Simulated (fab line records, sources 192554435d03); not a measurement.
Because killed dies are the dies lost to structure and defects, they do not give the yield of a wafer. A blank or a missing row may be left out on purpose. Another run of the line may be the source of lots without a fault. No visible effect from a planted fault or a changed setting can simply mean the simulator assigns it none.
A lot that was struck, set against a sound lot	flow n5 finfet	37 steps out of a route of 1938
Sound: wafers L396.3, L396.4, L396.5. Struck: wafer L388.4; the same lot's L388.5 was not struck, so it is left out; see the end for the cause.
Order at every step that has rows: each side's tool, ch and its chambers, its first start. Under that, the readings that differ: sound wafers	struck wafers	difference of the means	sigmas: that difference in standard deviations of wafers without a fault.
alike: same words and numbers on both sides, and readings whose means sit less than 2 such deviations apart. not compared: any withheld reading, any reading some wafer has no value for, any bound like >300 that may hide the same value, and any number with overlapping values for which the record gives no deviation.
A row with sigmas, a row that says differs or no value, or rows on one side alone: a step with any of these is where the two part. Non-overlapping numbers with no deviation appear without sigmas and do not part them. A reading that every wafer of one side lacks parts them only if that side has two wafers or more.

first, 9 steps without rows for these wafers: N5_BEOL_M14_PRE_CLEAN_42 (time 30 s); N5_BEOL_M14_SPUTTER_43 (material TaN, target thk 15 nm, time 24.19 s); N5_BEOL_M14_SPUTTER_44 (material Ta, target thk 15 nm, time 24.19 s); N5_BEOL_M14_SPUTTER_45 (material Cu, target thk 100 nm, time 16.67 s); N5_BEOL_M14_ECD_47 (material Cu, target thk 1248 nm); N5_BEOL_M14_ANNEAL_48 (time 90 s); N5_BEOL_M14_CMP_49 (polishes, stops on SiO2, t overpolish 5.2 s, target thk 560 nm); N5_BEOL_M14_PRE_CLEAN_52 (time 15 s); N5_BEOL_M14_DEP_53 (deposits SiCN from 3MS/NH3, target thk 50 nm, time 17.8 s).
N5_BEOL_M15_ILD_DEP_00: deposits SiO2 from TEOS/O2, target thk 1629.3 nm, time 346.1 s.
  sound on pecvd-01 ch 1,2, day 17 03:53; struck on pecvd-03 ch 1, day 16 03:52
reading	sound	struck	difference	sigmas
run length s (s)	389.9 388.7 389.9	406.8	+17.3	+26
throttle valve pct (%)	17.0 18.6 17.3	19.9	+2.3	+2
model.SiO2_of_BEOL_M15_ILD_DEP_00.thk nm (nm)	1618 1645 1632	1703	+71	
  alike: heater power w, showerhead plenum p Torr
N5_BEOL_M15_THK_MEAS_01:
  struck on film metro-02, day 16 04:08; sound on film metro-01, day 17 04:08
reading	sound	struck	difference	sigmas
M15_ILD_THK (nm)	1618 1644 1631	1703	+72	+3
then, 10 steps without rows for these wafers: N5_BEOL_M15_COAT_58 (time 60 s, resist thk 89 nm); N5_BEOL_M15_COAT_04 (resist thk 800 nm); N5_BEOL_M15_EBR_06; N5_BEOL_M15_SOFTBAKE_05 (time 60 s); N5_BEOL_M15_EXPOSE_07 (exposes mask V14); N5_BEOL_M15_PEB_08 (peb time 90 s); N5_BEOL_M15_DEVELOP_09 (develop time 45 s); N5_BEOL_M15_HARDBAKE_14 (time 120 s); N5_BEOL_M15_DESCUM_15 (chemistry O2, time 7.9 s); N5_BEOL_M15_ETCH_59 (etches BARC in N2/H2, target depth 89 nm, overetch 26.7 nm, time 67.9 s).
N5_BEOL_M15_VIA_ETCH_16: etches SiO2 in C4F8/O2/Ar, target depth 1792.2 nm.
  sound on rie diel-04 ch 0,2, day 17 04:37; struck on rie diel-02 ch 1, day 16 04:44
reading	sound	struck	difference	sigmas
showerhead plenum p Torr (Torr)	3.40 3.66 3.66	3.29	-0.28	-2
model.etch.depth nm (nm)	1618 1645 1632	1703	+71	
model.coat_of_BEOL_M15_COAT_04.thk nm (nm)	333.8 334.6 333.8	323.6	-10.5	
  alike: drypump motor current A, oes_ar_750_au, oes product au, rf vpp V, throttle valve pct
then, 13 steps without rows for these wafers: N5_BEOL_M15_STRIP_63 (strips in O2); N5_BEOL_M15_STRIP_64 (strips in O2); N5_BEOL_M15_STRIP_65 (strips in post etch residue remover, time 60 s); N5_BEOL_M15_SRD_66 (time 30 s, dry time 30 s); N5_BEOL_M15_COAT_56 (time 60 s, resist thk 550 nm); N5_BEOL_M15_ETCH_57 (etches SOC in N2/H2, time 750 s); N5_BEOL_M15_COAT_60 (time 60 s, resist thk 89 nm); N5_BEOL_M15_COAT_22 (resist thk 800 nm); N5_BEOL_M15_EBR_24; N5_BEOL_M15_SOFTBAKE_23 (time 60 s); N5_BEOL_M15_EXPOSE_25 (exposes mask M15, target cd 400 nm); N5_BEOL_M15_PEB_26 (peb time 90 s); N5_BEOL_M15_DEVELOP_27 (develop time 45 s).
N5_BEOL_M15_CMP_49: polishes, stops on SiO2, t overpolish 4.9 s, target thk 850 nm.
  sound on cmp-02 ch 0,1,2, day 17 09:38; struck on cmp-02 ch 3, day 16 08:20
reading	sound	struck	difference	sigmas
model.SiO2_of_BEOL_M15_ILD_DEP_00.thk nm (nm)	1539 1563 1553	1624	+72	
  alike: motor current A, slurry filter dp kPa
after that, 1 step had no rows for these wafers: N5_PASSIVATION_PROBE_49.

WHERE THEY PART
Last at N5_BEOL_M15_VIA_ETCH_16 as far as this record goes, first at N5_BEOL_M15_ILD_DEP_00. Later steps at which nothing parts them and some readings are alike: N5_BEOL_M15_CMP_49.

WHY: what the simulator had put in
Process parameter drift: pecvd-03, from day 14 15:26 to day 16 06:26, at N5_BEOL_M15_ILD_DEP_00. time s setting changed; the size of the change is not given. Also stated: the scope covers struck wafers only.
